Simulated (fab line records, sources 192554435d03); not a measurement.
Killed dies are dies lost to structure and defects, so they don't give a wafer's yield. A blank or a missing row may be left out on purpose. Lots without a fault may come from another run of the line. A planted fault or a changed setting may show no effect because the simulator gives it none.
Which tool did it? | flow n5_finfet | 9 lots, 27 wafers sampled, at 5 steps of a route of 1938

WHAT THE GAUGES READ, wafer by wafer
N5_HKMG_FIN_THK_MEAS_70: measures by xrf.
lot  | measured    | on            | HK_THK (nm)
L511 | day 4 10:44 | film_metro-01 | 1.557 1.556 1.559
L512 | day 4 15:02 | film_metro-01 | 1.550 1.557 1.544
L514 | day 5 11:21 | film_metro-01 | 1.568 1.557 1.561
L515 | day 5 12:31 | film_metro-02 | 1.568 1.541 1.577
L520 | day 6 15:04 | film_metro-01 | 1.568 1.582 1.605
L529 | day 8 22:34 | film_metro-02 | 1.584 1.579 1.545
L531 | day 9 08:31 | film_metro-02 | 1.572 1.598 1.566
L532 | day 9 23:20 | film_metro-01 | 1.578 1.568 1.572
L533 | day 9 23:39 | film_metro-01 | 1.575 1.567 1.593

N5_BEOL_M4_RC_MEAS_101.
lot  | measured     | on        | DIBL_N (mV/V)  | DIBL_P (mV/V)  | IOFF_N (nA/um) | IOFF_P (nA/um) | ION_N (uA/um) | ION_P (uA/um) | SS_N (mV/dec)  | SS_P (mV/dec)  | VT_N (mV)   | VT_P (mV)
L511 | day 8 15:54  | prober-02 | 34.8 35.0 33.1 | 32.0 32.7 30.1 | 0.13 0.14 0.11 | 0.19 0.20 0.17 | 679 682 672   | 472 478 470   | 70.9 71.0 70.0 | 72.6 72.5 72.6 | 250 249 253 | -248 -250 -251
L512 | day 9 05:58  | prober-01 | 35.3 36.9 31.4 | 35.4 36.0 29.3 | 0.15 0.16 0.09 | 0.19 0.18 0.12 | 690 677 657   | 464 453 449   | 71.8 71.4 70.0 | 73.3 72.7 71.3 | 245 250 256 | -253 -255 -259
L514 | day 9 08:56  | prober-02 | 39.0 32.9 37.2 | 37.7 31.1 35.9 | 0.24 0.12 0.20 | 0.23 0.15 0.21 | 679 672 688   | 456 463 465   | 72.0 70.8 72.7 | 74.2 72.4 73.9 | 245 255 245 | -248 -252 -248
L515 | day 9 12:27  | prober-02 | 35.6 33.2 32.8 | 35.9 32.4 32.0 | 0.15 0.11 0.11 | 0.20 0.14 0.15 | 677 669 647   | 461 459 454   | 71.1 70.3 71.4 | 73.5 71.7 72.9 | 253 255 253 | -249 -254 -253
L520 | day 10 15:20 | prober-01 | 36.0 36.2 37.3 | 34.6 34.6 35.1 | 0.13 0.15 0.15 | 0.21 0.20 0.19 | 649 677 661   | 450 467 450   | 71.0 71.3 71.3 | 73.0 73.2 72.4 | 250 246 249 | -251 -252 -251
L529 | day 12 22:39 | prober-01 | 36.2 37.5 37.8 | 36.9 38.8 38.8 | 0.18 0.21 0.20 | 0.22 0.25 0.24 | 694 697 696   | 472 472 471   | 72.3 72.2 72.2 | 72.9 73.3 73.0 | 247 246 245 | -249 -249 -245
L531 | day 13 15:49 | prober-01 | 40.6 38.2 36.6 | 40.7 37.9 36.7 | 0.28 0.23 0.18 | 0.31 0.25 0.22 | 709 708 702   | 480 479 478   | 73.2 72.2 72.0 | 74.6 73.6 73.9 | 241 244 246 | -246 -245 -247
L532 | day 14 15:19 | prober-01 | 35.5 32.7 35.4 | 35.0 31.9 36.6 | 0.15 0.11 0.16 | 0.23 0.18 0.25 | 676 672 688   | 468 472 474   | 71.7 70.3 71.5 | 73.1 71.7 72.9 | 254 254 249 | -243 -247 -244
L533 | day 14 14:02 | prober-02 | 38.0 36.1 36.0 | 40.0 37.1 36.9 | 0.22 0.18 0.17 | 0.26 0.23 0.21 | 710 701 689   | 477 476 467   | 72.6 71.7 71.4 | 73.7 73.3 73.6 | 242 247 246 | -247 -250 -250

WHICH TOOL RAN EACH LOT (tool, then ch and the chambers of the sampled wafers, then the start)
lot  | N5_HKMG_FIN_ETCH_35                | N5_HKMG_FIN_ALD_71                  | N5_HKMG_FIN_CMP_23
L511 | rie_diel-03 ch 0,2,3, day 4 11:52  | ald_metal-04 ch 0,2, day 4 13:37    | cmp-02 ch 0,2,3, day 4 15:26
L512 | rie_diel-03 ch 0,1,2, day 4 16:21  | ald_metal-03 ch 1,2,3, day 4 18:08  | cmp-03 ch 0,1, day 4 19:46
L514 | rie_diel-05 ch 0,1,2, day 5 12:37  | ald_metal-01 ch 0,2, day 5 14:22    | cmp-04 ch 1,2, day 5 16:11
L515 | rie_diel-01 ch 0,2, day 5 13:47    | ald_metal-04 ch 0,1,2, day 5 15:41  | cmp-03 ch 2,3, day 5 17:20
L520 | rie_diel-01 ch 1,3, day 6 16:20    | ald_metal-04 ch 1,2,3, day 6 18:05  | cmp-03 ch 0,1,2, day 6 19:47
L529 | rie_diel-03 ch 1,2, day 8 23:50    | ald_metal-03 ch 0,2, day 9 01:35    | cmp-02 ch 2,3, day 9 03:41
L531 | rie_diel-05 ch 1,2,3, day 9 09:58  | ald_metal-01 ch 0,3, day 9 11:47    | cmp-03 ch 0,3, day 9 13:26
L532 | rie_diel-03 ch 0,1,3, day 10 00:48 | ald_metal-04 ch 0,2,3, day 10 02:39 | cmp-02 ch 0,1,3, day 10 04:20
L533 | rie_diel-01 ch 1,2, day 10 00:55   | ald_metal-01 ch 1,2,3, day 10 02:47 | cmp-04 ch 0,1,2, day 10 04:33
- N5_HKMG_FIN_ETCH_35: etches SOC in N2/H2, target depth 215.8 nm, time 243.4 s.
- N5_HKMG_FIN_ALD_71: deposits TiN, target thk 1 nm, pulse time 1 s, purge time 3 s.
- N5_HKMG_FIN_CMP_23: polishes, stops on SiNx, t overpolish 10 s, target thk 46.326 nm.

WHAT THE TOOLS THEMSELVES READ (means of the sampled wafers that have a number; where no wafer has one, the mark that the record gives instead)
N5_HKMG_FIN_ETCH_35.
lot  | tool        | drypump_motor_current_A (A) | n2_flow_sccm (sccm) | oes_product_au (a.u.) | rf_vpp_V (V) | showerhead_plenum_p_Torr (Torr) | throttle_valve_pct (%)
L511 | rie_diel-03 | 5.6                         | 199.7               | 0.82                  | 141.3        | 2.56                            | 17.89
L512 | rie_diel-03 | 5.5                         | 200.7               | 0.75                  | 141.4        | 2.49                            | 17.96
L514 | rie_diel-05 | 5.9                         | 199.4               | 0.90                  | 141.8        | 2.54                            | 17.79
L515 | rie_diel-01 | 6.2                         | 199.4               | 0.79                  | 141.4        | 2.56                            | 17.85
L520 | rie_diel-01 | 5.7                         | 199.8               | 0.77                  | 141.3        | 2.58                            | 17.74
L529 | rie_diel-03 | 5.6                         | 200.3               | 0.74                  | 140.5        | 2.42                            | 17.91
L531 | rie_diel-05 | 5.7                         | 200.1               | 0.93                  | 140.8        | 2.52                            | 17.89
L532 | rie_diel-03 | 5.5                         | 199.7               | 0.76                  | 141.9        | 2.52                            | 17.95
L533 | rie_diel-01 | 6.1                         | 199.6               | 0.88                  | 141.7        | 2.60                            | 17.70

N5_HKMG_FIN_ALD_71.
lot  | tool         | heater_power_w (W) | precursor_pulse_height_rel | susceptor_temp_C (C)
L511 | ald_metal-04 | 941                | 1.004                      | 400.16
L512 | ald_metal-03 | 963                | 1.015                      | 400.12
L514 | ald_metal-01 | 857                | 1.009                      | 400.20
L515 | ald_metal-04 | 903                | 1.004                      | 400.17
L520 | ald_metal-04 | 889                | 0.999                      | 397.91
L529 | ald_metal-03 | 867                | 0.989                      | 399.91
L531 | ald_metal-01 | 880                | 0.991                      | 399.91
L532 | ald_metal-04 | 897                | 0.990                      | 400.04
L533 | ald_metal-01 | 855                | 0.994                      | 399.98

N5_HKMG_FIN_CMP_23.
lot  | tool   | motor_current_A (A) | overpolish_run_s (s) | time_to_endpoint_s (s)
L511 | cmp-02 | 11.6                | 10.00                | 13
L512 | cmp-03 | 13.0                | 10.00                | 9
L514 | cmp-04 | 13.0                | 10.00                | 12
L515 | cmp-03 | 12.1                | 10.00                | 6
L520 | cmp-03 | 12.7                | 10.00                | 9
L529 | cmp-02 | 12.6                | 10.01                | 13
L531 | cmp-03 | 12.8                | 10.01                | 8
L532 | cmp-02 | 11.1                | 10.01                | 13
L533 | cmp-04 | 12.4                | 10.00                | 11

THE ANSWER, worked out from the rows above alone
Rule: what is usual is taken from the lots themselves. Put in order of their means at a reading, lots are off if they are a third of the lots or fewer, leave a main group of 4 or more, and stand apart from it by a gap of 3 or more times the standard deviation of the main group's means; of several such gaps the widest counts. A main group whose means are all the same, to the digits that the tables above print for the reading, isn't used. A lot without any number at a reading at which 4 lots or more have one is off too. The other lots that the step has rows for count as sound. The gauges are gone through in route order, then the tools' own readings, and for those a lot's mean is taken as printed above. The first step at which some lot is off is used, and at that step the reading that is off furthest; a lot without a number counts as furthest.
Off: L520, at N5_HKMG_FIN_ALD_71 (susceptor_temp_C). The main group: mean 400.06 C, standard deviation 0.11.
A tool fits if, at that step or a process step before it, it ran every lot that is off, and no sound lot after the first of them. None of those tried fits.

WHAT THE SIMULATOR HAD PUT IN
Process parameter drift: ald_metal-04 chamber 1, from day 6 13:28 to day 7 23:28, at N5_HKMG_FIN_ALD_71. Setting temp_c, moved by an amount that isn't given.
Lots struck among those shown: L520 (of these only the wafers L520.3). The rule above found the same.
